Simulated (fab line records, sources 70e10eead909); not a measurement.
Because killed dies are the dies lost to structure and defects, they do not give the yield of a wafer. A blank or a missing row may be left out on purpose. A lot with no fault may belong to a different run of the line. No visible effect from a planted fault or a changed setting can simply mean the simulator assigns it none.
Chamber matching + flow nand-harc + NHARC_A_M0_ETCH_34 on rie-diel-01: 4 sister chambers
The step etches the open film in N2/H2, target depth 40 nm, overetch 12 nm, time 43.94 s. 4 wafers are shown with their chamber, then 10 later ones without.

== WAFERS WITH THEIR CHAMBER ==
| wafer  | chamber | drypump-motor-current-A (A) |
|--------|---------|-----------------------------|
| L090.5 | 3       | 5.8                         |
| L089.5 | 2       | 5.7                         |
| L092.1 | 1       | 5.4                         |
| L092.3 | 0       | 6.0                         |

== WAFERS WITH NO CHAMBER GIVEN ==
| wafer  | drypump-motor-current-A (A) |
|--------|-----------------------------|
| L092.4 | 5.7                         |
| L091.1 | 5.7                         |
| L091.2 | 5.9                         |
| L091.5 | 5.8                         |
| L093.1 | 5.4                         |
| L093.2 | 5.8                         |
| L093.6 | 5.7                         |
| L096.1 | 5.7                         |
| L096.4 | 6.0                         |
| L096.6 | 5.9                         |

== CHAMBER TAKEN BY EACH ==
| wafer  | from the rows above     | in truth                   |
|--------|-------------------------|----------------------------|
| L092.4 | 2                       | 2                          |
| L091.1 | 2                       | 2                          |
| L091.2 | can't be placed: 0 or 3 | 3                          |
| L091.5 | 3                       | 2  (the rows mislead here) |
| L093.1 | 1                       | 1                          |
| L093.2 | 3                       | 3                          |
| L093.6 | 2                       | 2                          |
| L096.1 | 2                       | 2                          |
| L096.4 | 0                       | 0                          |
| L096.6 | can't be placed: 0 or 3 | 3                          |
7 of 10 placed correctly. Not placeable from these rows: 2 (in 2, the candidates include the true chamber). Number placed wrongly: 1.
How it was worked out, from the rows above alone: a wafer's distance from a chamber is the root of the sum, over the readings, of the square of ((its reading less the chamber's mean) divided by the reading's scatter). The wafer belongs to the nearest chamber; if the next one is less than 2 further off, it can't be placed. A chamber's mean is the mean of its shown wafers. The scatter: with one shown wafer a chamber, the root of the mean of the squares of how far each hidden wafer lies from its nearest shown one.
